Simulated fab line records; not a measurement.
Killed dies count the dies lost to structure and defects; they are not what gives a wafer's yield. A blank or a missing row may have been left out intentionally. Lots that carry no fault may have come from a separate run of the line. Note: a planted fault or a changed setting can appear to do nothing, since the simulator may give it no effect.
Which tool was responsible?    flow nand harc    72 wafers from 24 lots sampled at 6 of the route's 1159 steps

## WHAT THE GAUGES READ, wafer by wafer
NHARC_P_M0_THK_MEAS_24: measures by xrf. Usual: 117.4 nm for thk nm, sd 1.7.
lot   measured      on             thk nm (nm)        flag
L074  day 5 19:11   film metro-01  116.3 119.7 120.2  
L075  day 6 16:27   film metro-02  117.9 119.3 115.9  
L076  day 6 17:25   film metro-01  114.3 116.4 116.1  
L077  day 6 17:37   film metro-01  116.2 116.8 114.7  
L079  day 7 04:31   film metro-01  116.1 118.4 119.6  
L078  day 7 05:00   film metro-01  118.8 117.2 117.6  
L082  day 7 20:50   film metro-01  117.3 118.8 118.9  
L081  day 7 21:22   film metro-02  118.0 115.9 118.7  
L080  day 7 22:18   film metro-02  118.1 116.3 115.4  
L083  day 8 05:24   film metro-02  116.8 116.5 118.4  
L085  day 8 11:27   film metro-02  120.1 119.9 118.8  
L084  day 8 17:15   film metro-01  114.9 117.5 117.2  
L086  day 9 05:07   film metro-01  118.8 112.3 115.2  
L087  day 9 07:08   film metro-02  118.5 118.2 116.9  
L089  day 9 18:35   film metro-01  115.8 116.8 117.3  
L088  day 9 19:07   film metro-02  120.3 117.8 120.3  
L091  day 10 04:14  film metro-02  117.9 118.0 118.1  
L090  day 10 04:29  film metro-02  121.0 118.4 120.0  
L092  day 10 09:15  film metro-01  115.8 114.6 118.9  
L093  day 10 13:08  film metro-01  116.9 115.7 113.8  
L094  day 10 22:38  film metro-01  117.2 114.7 117.2  
L095  day 10 23:10  film metro-02  118.3 118.5 118.2  
L097  day 11 09:54  film metro-02  117.1 115.3 116.0  
L096  day 11 16:10  film metro-01  117.9 117.9 115.3  

## EACH LOT AND THE TOOL THAT RAN IT (in order: tool; ch and the chambers of the sampled wafers; start)
lot   NHARC_P_GATE_STRIP_95                 NHARC_P_CONTACT_ETCH_35             NHARC_P_M0_ETCH_15                             NHARC_P_M0_STRIP_18                 NHARC_P_M0_PVD_21
L074  plasma asher-02 ch 0, day 5 08:26     rie diel-13 ch 0,1, day 5 12:35     rie diel-12 ch 0,2,3, day 5 17:14 or earlier   rie diel-03 ch 1,2, day 5 17:14     pvd sputter-02, day 5 19:11 or earlier
L075  plasma asher-02 ch 0,1, day 5 15:16   rie diel-13 ch 0,1, day 5 19:01     rie diel-11 ch 1,2,3, day 6 14:29 or earlier   rie diel-12 ch 0,1,3, day 6 14:29   pvd sputter-01, day 6 16:27 or earlier
L076  plasma asher-02 ch 0,1, day 6 00:01   rie diel-01 ch 0,1, day 6 03:50     rie diel-11 ch 1,2,3, day 6 15:31 or earlier   rie diel-03 ch 0,1,3, day 6 15:31   pvd sputter-03, day 6 17:25 or earlier
L077  plasma asher-02 ch 0, day 6 00:47     rie diel-13 ch 1,2,3, day 6 04:43   rie diel-12 ch 0,1, day 6 15:37 or earlier     rie diel-11 ch 1,2,3, day 6 15:37   pvd sputter-01, day 6 17:37 or earlier
L079  plasma asher-02 ch 1, day 6 14:35     rie diel-04 ch 0,2,3, day 6 18:14   rie diel-12 ch 1,2,3, day 7 02:32 or earlier   rie diel-11 ch 1,3, day 7 02:32     pvd sputter-01, day 7 04:31 or earlier
L078  plasma asher-01 ch 0,1, day 6 14:42   rie diel-13 ch 0,1,2, day 6 18:42   rie diel-12 ch 0,2,3, day 7 02:57 or earlier   rie diel-03 ch 0,3, day 7 02:57     pvd sputter-02, day 7 05:00 or earlier
L082  plasma asher-01 ch 0,1, day 7 08:14   rie diel-13 ch 1,2, day 7 11:55     rie diel-03 ch 1,3, day 7 18:52 or earlier     rie diel-11 ch 2,3, day 7 18:52     pvd sputter-02, day 7 20:50 or earlier
L081  plasma asher-02 ch 0,1, day 7 08:47   rie diel-04 ch 1,3, day 7 12:25     rie diel-12 ch 0,1, day 7 19:25 or earlier     rie diel-11 ch 2,3, day 7 19:25     pvd sputter-02, day 7 21:22 or earlier
L080  plasma asher-02 ch 0,1, day 7 09:33   rie diel-01 ch 0,1,3, day 7 13:15   rie diel-03 ch 0,1,3, day 7 20:19 or earlier   rie diel-12 ch 0,1,3, day 7 20:19   pvd sputter-02, day 7 22:18 or earlier
L083  plasma asher-02 ch 0,1, day 7 16:51   rie diel-01 ch 2,3, day 7 20:35     rie diel-11 ch 0,1,3, day 8 03:17 or earlier   rie diel-03 ch 1,3, day 8 03:17     pvd sputter-02, day 8 05:24 or earlier
L085  plasma asher-02 ch 0,1, day 8 01:25   rie diel-01 ch 0,1,2, day 8 05:02   rie diel-11 ch 0,2,3, day 8 09:25 or earlier   rie diel-03 ch 0,1,2, day 8 09:25   pvd sputter-02, day 8 11:27 or earlier
L084  plasma asher-01 ch 0,1, day 8 04:25   rie diel-04 ch 0,2,3, day 8 08:21   rie diel-11 ch 0,1, day 8 15:23 or earlier     rie diel-03 ch 1,2,3, day 8 15:23   pvd sputter-03, day 8 17:15 or earlier
L086  plasma asher-01 ch 0,1, day 8 18:45   rie diel-01 ch 0,2,3, day 8 22:28   rie diel-12 ch 1,2,3, day 9 03:07 or earlier   rie diel-03 ch 0,1,2, day 9 03:07   pvd sputter-01, day 9 05:07 or earlier
L087  plasma asher-01 ch 0, day 8 20:41     rie diel-01 ch 0,1, day 9 00:22     rie diel-12 ch 0,2, day 9 05:10 or earlier     rie diel-12 ch 1,2,3, day 9 05:10   pvd sputter-02, day 9 07:08 or earlier
L089  plasma asher-02 ch 0,1, day 9 01:06   rie diel-13 ch 0,1,3, day 9 04:47   rie diel-11 ch 1,3, day 9 16:37 or earlier     rie diel-03 ch 1,3, day 9 16:37     pvd sputter-01, day 9 18:35 or earlier
L088  plasma asher-01 ch 0,1, day 9 02:05   rie diel-04 ch 0,1,3, day 9 05:47   rie diel-11 ch 0,1,3, day 9 17:08 or earlier   rie diel-11 ch 0,1,2, day 9 17:08   pvd sputter-02, day 9 19:07 or earlier
L091  plasma asher-02 ch 0,1, day 9 07:45   rie diel-01 ch 0,1,3, day 9 11:32   rie diel-11 ch 0,1,3, day 10 02:19 or earlier  rie diel-11 ch 1,2,3, day 10 02:19  pvd sputter-01, day 10 04:14 or earlier
L090  plasma asher-01 ch 0,1, day 9 08:23   rie diel-04 ch 0,1,2, day 9 12:13   rie diel-12 ch 1,3, day 10 02:33 or earlier    rie diel-12 ch 2,3, day 10 02:33    pvd sputter-03, day 10 04:29 or earlier
L092  plasma asher-02 ch 0,1, day 9 22:16   rie diel-01 ch 0,1, day 10 02:12    rie diel-12 ch 1,2, day 10 07:19 or earlier    rie diel-11 ch 0,1,3, day 10 07:19  pvd sputter-01, day 10 09:15 or earlier
L093  plasma asher-01 ch 0,1, day 9 22:23   rie diel-13 ch 0,1,3, day 10 02:24  rie diel-12 ch 0,1, day 10 11:10 or earlier    rie diel-03 ch 0,3, day 10 11:10    pvd sputter-02, day 10 13:08 or earlier
L094  plasma asher-01 ch 0,1, day 10 11:31  rie diel-13 ch 0,1, day 10 15:49    rie diel-11 ch 0,1,3, day 10 20:41 or earlier  rie diel-03 ch 0,1,3, day 10 20:41  pvd sputter-03, day 10 22:38 or earlier
L095  plasma asher-02 ch 0,1, day 10 12:08  rie diel-01 ch 1,2,3, day 10 16:23  rie diel-11 ch 0,2,3, day 10 21:15 or earlier  rie diel-03 ch 0,1,3, day 10 21:15  pvd sputter-02, day 10 23:10 or earlier
L097  plasma asher-01 ch 0,1, day 10 22:28  rie diel-01 ch 1,2, day 11 02:00    rie diel-03 ch 0,1,2, day 11 07:54 or earlier  rie diel-11 ch 0,1, day 11 07:54    pvd sputter-02, day 11 09:54 or earlier
L096  plasma asher-02 ch 0,1, day 10 23:10  rie diel-01 ch 0,1,2, day 11 03:09  rie diel-03 ch 1,2,3, day 11 14:14 or earlier  rie diel-12 ch 0,2,3, day 11 14:14  pvd sputter-01, day 11 16:10 or earlier
- NHARC_P_GATE_STRIP_95: strips in O2.
- NHARC_P_CONTACT_ETCH_35: etches the open film in CF4, target depth 39 nm, time 65 s.
- NHARC_P_M0_ETCH_15: etches the open film in C4F8/Ar, target depth 150 nm, overetch 15 nm, time 82.5 s.
- NHARC_P_M0_STRIP_18: strips in N2/H2.
- NHARC_P_M0_PVD_21: deposits Cu, target thk 30 nm, time 20.49 s.

## WHAT THE TOOLS THEMSELVES READ (means of the sampled wafers that have a number; where no wafer has one, the mark that the record gives instead)
NHARC_P_GATE_STRIP_95. Usual: drypump motor current A 5.58 A, standard deviation 0.18; heater power w 335 W, standard deviation 14.
lot   tool             drypump motor current A (A)  heater power w (W)  flag
L074  plasma asher-02  5.41                         326                 
L075  plasma asher-02  5.54                         337                 
L076  plasma asher-02  5.54                         336                 
L077  plasma asher-02  5.41                         325                 
L079  plasma asher-02  5.75                         348                 
L078  plasma asher-01  5.52                         333                 
L082  plasma asher-01  5.50                         331                 
L081  plasma asher-02  5.63                         344                 
L080  plasma asher-02  5.62                         338                 
L083  plasma asher-02  5.64                         346                 
L085  plasma asher-02  5.53                         334                 
L084  plasma asher-01  5.49                         335                 
L086  plasma asher-01  5.50                         332                 
L087  plasma asher-01  5.38                         336                 
L089  plasma asher-02  5.54                         343                 
L088  plasma asher-01  5.64                         321                 
L091  plasma asher-02  5.63                         345                 
L090  plasma asher-01  5.49                         332                 
L092  plasma asher-02  5.62                         342                 
L093  plasma asher-01  5.51                         333                 
L094  plasma asher-01  5.52                         329                 
L095  plasma asher-02  5.65                         340                 
L097  plasma asher-01  5.64                         327                 
L096  plasma asher-02  5.64                         346                 

NHARC_P_CONTACT_ETCH_35. Usual: chamber pressure mTorr 49.99 mTorr, standard deviation 0.052; drypump motor current A 5.8 A, standard deviation 0.32; oes product au 0.999 a.u., standard deviation 0.01; rf vpp V 151.6 V, standard deviation 1.2; showerhead plenum p Torr 1.79 Torr, standard deviation 0.075; throttle valve pct 13.284 %, standard deviation 0.0094.
lot   tool         chamber pressure mTorr (mTorr)  drypump motor current A (A)  oes product au (a.u.)  rf vpp V (V)  showerhead plenum p Torr (Torr)  throttle valve pct (%)  flag
L074  rie diel-13  49.97                           5.9                          1.004                  151.5         1.81                             13.285                  
L075  rie diel-13  49.98                           5.9                          0.996                  150.2         1.75                             13.279                  
L076  rie diel-01  50.04                           6.0                          0.991                  152.4         1.83                             13.282                  
L077  rie diel-13  49.98                           5.9                          0.998                  151.4         1.78                             13.284                  
L079  rie diel-04  49.98                           6.0                          0.994                  150.9         1.81                             13.272                  
L078  rie diel-13  49.98                           6.0                          0.996                  152.0         1.80                             13.281                  
L082  rie diel-13  49.92                           6.0                          0.993                  150.8         1.74                             13.294                  
L081  rie diel-04  49.99                           5.9                          1.002                  149.9         1.72                             13.294                  
L080  rie diel-01  49.99                           5.8                          0.997                  152.2         1.83                             13.289                  
L083  rie diel-01  50.06                           5.4                          0.991                  152.2         1.81                             13.282                  
L085  rie diel-01  50.01                           5.7                          1.001                  151.0         1.77                             13.291                  
L084  rie diel-04  49.94                           6.0                          1.006                  151.9         1.81                             13.295                  
L086  rie diel-01  50.03                           5.5                          1.000                  150.9         1.76                             13.277                  
L087  rie diel-01  49.96                           5.9                          1.009                  151.5         1.79                             13.283                  
L089  rie diel-13  50.00                           5.8                          1.005                  151.1         1.79                             13.281                  
L088  rie diel-04  49.97                           6.0                          0.993                  150.9         1.77                             13.286                  
L091  rie diel-01  50.00                           5.8                          0.998                  152.1         1.83                             13.290                  
L090  rie diel-04  50.01                           6.1                          1.004                  151.4         1.76                             13.281                  
L092  rie diel-01  49.96                           6.0                          1.006                  152.1         1.83                             13.274                  
L093  rie diel-13  50.01                           5.8                          0.999                  150.9         1.79                             13.286                  
L094  rie diel-13  50.02                           5.9                          1.009                  152.1         1.81                             13.283                  
L095  rie diel-01  50.05                           5.6                          0.992                  152.3         1.81                             13.274                  
L097  rie diel-01  50.01                           5.8                          1.006                  151.6         1.81                             13.289                  
L096  rie diel-01  50.00                           5.7                          1.006                  151.3         1.77                             13.284                  

NHARC_P_M0_ETCH_15. Usual: chamber pressure mTorr 25.002 mTorr, standard deviation 0.026; oes product au 0.950 a.u., standard deviation 0.023; rf vpp V 439.9 V, standard deviation 2.5.
lot   tool         chamber pressure mTorr (mTorr)  oes product au (a.u.)  rf vpp V (V)  flag
L074  rie diel-12  25.008                          0.966                  440.0         
L075  rie diel-11  25.006                          0.960                  441.8         
L076  rie diel-11  24.993                          0.945                  441.7         
L077  rie diel-12  25.024                          0.932                  437.3         
L079  rie diel-12  25.012                          0.928                  439.0         
L078  rie diel-12  25.011                          0.928                  438.9         
L082  rie diel-03  24.987                          0.920                  439.9         
L081  rie diel-12  25.002                          0.919                  437.8         
L080  rie diel-03  25.006                          0.919                  440.6         
L083  rie diel-11  25.011                          0.929                  441.5         
L085  rie diel-11  25.006                          0.977                  439.6         
L084  rie diel-11  24.992                          0.984                  442.2         
L086  rie diel-12  24.999                          0.924                  438.6         
L087  rie diel-12  25.004                          0.929                  439.5         
L089  rie diel-11  24.984                          0.982                  443.7         
L088  rie diel-11  24.998                          0.967                  441.6         
L091  rie diel-11  25.016                          0.980                  441.8         
L090  rie diel-12  24.988                          0.949                  438.1         
L092  rie diel-12  25.003                          0.950                  438.4         
L093  rie diel-12  25.015                          0.951                  436.9         
L094  rie diel-11  25.029                          0.976                  442.2         
L095  rie diel-11  25.026                          0.965                  440.3         
L097  rie diel-03  25.029                          0.977                  439.7         
L096  rie diel-03  25.019                          0.944                  439.4         

NHARC_P_M0_STRIP_18. Usual: chamber pressure mTorr 30.002 mTorr, standard deviation 0.029; drypump motor current A 5.6 A, standard deviation 0.5; oes product au 0.999 a.u., standard deviation 0.011; rf vpp V 90.5 V, standard deviation 0.95; showerhead plenum p Torr 2.00 Torr, standard deviation 0.082; throttle valve pct 14.171 %, standard deviation 0.0099.
lot   tool         chamber pressure mTorr (mTorr)  drypump motor current A (A)  oes product au (a.u.)  rf vpp V (V)  showerhead plenum p Torr (Torr)  throttle valve pct (%)  flag
L074  rie diel-03  29.967                          5.8                          0.992                  91.0          2.01                             14.172                  
L075  rie diel-12  30.000                          5.7                          1.000                  90.3          1.94                             14.164                  
L076  rie diel-03  30.012                          5.5                          0.993                  90.2          2.01                             14.168                  
L077  rie diel-11  30.021                          5.6                          1.006                  90.2          2.06                             14.173                  
L079  rie diel-11  29.993                          5.4                          1.006                  91.2          2.11                             14.167                  
L078  rie diel-03  29.992                          5.3                          0.999                  90.4          1.97                             14.169                  
L082  rie diel-11  29.976                          5.8                          1.003                  90.5          2.02                             14.168                  
L081  rie diel-11  30.007                          6.0                          1.005                  90.4          1.98                             14.175                  
L080  rie diel-12  30.019                          5.8                          0.997                  89.8          1.94                             14.181                  
L083  rie diel-03  29.998                          5.2                          0.992                  91.1          1.98                             14.180                  
L085  rie diel-03  29.993                          5.9                          0.991                  89.2          2.00                             14.171                  
L084  rie diel-03  30.028                          5.6                          0.979                  90.6          1.97                             14.163                  
L086  rie diel-03  30.002                          5.9                          0.984                  90.1          2.00                             14.177                  
L087  rie diel-12  29.994                          5.7                          1.012                  89.8          1.97                             14.175                  
L089  rie diel-03  30.002                          5.3                          0.995                  90.2          2.03                             14.166                  
L088  rie diel-11  29.973                          5.3                          0.997                  89.8          2.02                             14.170                  
L091  rie diel-11  30.007                          5.6                          1.006                  91.0          2.06                             14.169                  
L090  rie diel-12  29.981                          5.7                          1.001                  90.8          2.02                             14.183                  
L092  rie diel-11  29.988                          5.1                          1.002                  91.3          2.07                             14.173                  
L093  rie diel-03  29.985                          5.3                          1.002                  90.0          1.97                             14.167                  
L094  rie diel-03  29.987                          5.5                          1.004                  90.5          2.01                             14.173                  
L095  rie diel-03  29.998                          5.5                          0.999                  90.8          2.01                             14.179                  
L097  rie diel-11  30.023                          4.8                          1.011                  90.4          2.02                             14.172                  
L096  rie diel-12  30.012                          5.7                          0.993                  90.7          1.99                             14.166                  

NHARC_P_M0_PVD_21. Usual: 30.1 % for throttle valve pct, sd 0.98.
lot   tool            throttle valve pct (%)  flag
L074  pvd sputter-02  30.3                    
L075  pvd sputter-01  30.6                    
L076  pvd sputter-03  29.5                    
L077  pvd sputter-01  30.7                    
L079  pvd sputter-01  29.7                    
L078  pvd sputter-02  29.5                    
L082  pvd sputter-02  30.0                    
L081  pvd sputter-02  29.7                    
L080  pvd sputter-02  30.1                    
L083  pvd sputter-02  30.0                    
L085  pvd sputter-02  29.5                    
L084  pvd sputter-03  30.5                    
L086  pvd sputter-01  30.8                    
L087  pvd sputter-02  29.7                    
L089  pvd sputter-01  31.3                    
L088  pvd sputter-02  29.8                    
L091  pvd sputter-01  30.8                    
L090  pvd sputter-03  29.6                    
L092  pvd sputter-01  30.3                    
L093  pvd sputter-02  29.6                    
L094  pvd sputter-03  30.7                    
L095  pvd sputter-02  29.4                    
L097  pvd sputter-02  29.4                    
L096  pvd sputter-01  30.9                    

## THE ANSWER, worked out from the rows above alone
Rule: take the mean of a lot's wafers that have a number; if it is more than 3 standard deviations from the usual mean, the lot is off. A lot without any number at a reading at which 4 lots or more have one is off too. The other lots that the step has rows for count as sound. The gauges are gone through in route order, then the tools' own readings, and for those a lot's mean is taken as printed above. The first step at which some lot is off is used, and at that step the reading that is off furthest; a lot without a number counts as furthest.
No lot is off on any of the readings shown, so nothing can be concluded from this.

## WHAT THE SIMULATOR HAD INSERTED
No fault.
